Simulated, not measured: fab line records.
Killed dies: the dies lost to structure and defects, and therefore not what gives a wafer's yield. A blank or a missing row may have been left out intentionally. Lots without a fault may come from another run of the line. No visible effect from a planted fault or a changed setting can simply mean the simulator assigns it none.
What tool caused it? -- flow n5Finfet -- 11 lots, 33 wafers sampled, at 1 step of a route of 1938

== WHAT EACH GAUGE READ, for each wafer ==
N5_MIM_TOP_LITHO_OVL_MEAS_11.
lot,measured,on,MIM_TOP_OVL (nm)
L941,day 12 11:28,overlay-01,1 -5 0
L944,day 13 04:02,overlay-01,-3 -1 -3
L946,day 14 03:34,overlay-01,3 5 1
L951,day 15 00:31,overlay-02,4 1 6
L953,day 15 10:19,overlay-01,-10 -3 -7
L954,day 16 08:10,overlay-01,1 8 2
L958,day 16 12:14,overlay-01,8 12 13
L957,day 16 12:46,overlay-02,2 2 2
L961,day 17 03:11,overlay-01,-5 -4 -6
L962,day 17 17:46,overlay-01,11 10 13
L964,day 18 11:22,overlay-02,-3 0 5

== EACH LOT AND THE TOOL THAT RAN IT (in order: tool; ch and the chambers of the sampled wafers; start) ==
The record shows no process step preceding these readings.

== THE ANSWER, worked out from the rows above alone ==
Rule: what is usual is taken from the lots themselves. The widest of any qualifying gaps counts: lots, ordered by their means at a reading, are off when they make up no more than a third of the lots, leave a main group of 4 or more, and stand apart from it by 3 or more times the standard deviation of that group's means. A main group whose means are all the same, to the digits that the tables above print for the reading, isn't used. Also off: a lot with no number at a reading for which 4 or more lots have one. Any other lot the step has rows for is counted as sound.
No lot is off on any of the readings shown, so nothing can be concluded from this.

== WHAT THE SIMULATOR HAD INSERTED ==
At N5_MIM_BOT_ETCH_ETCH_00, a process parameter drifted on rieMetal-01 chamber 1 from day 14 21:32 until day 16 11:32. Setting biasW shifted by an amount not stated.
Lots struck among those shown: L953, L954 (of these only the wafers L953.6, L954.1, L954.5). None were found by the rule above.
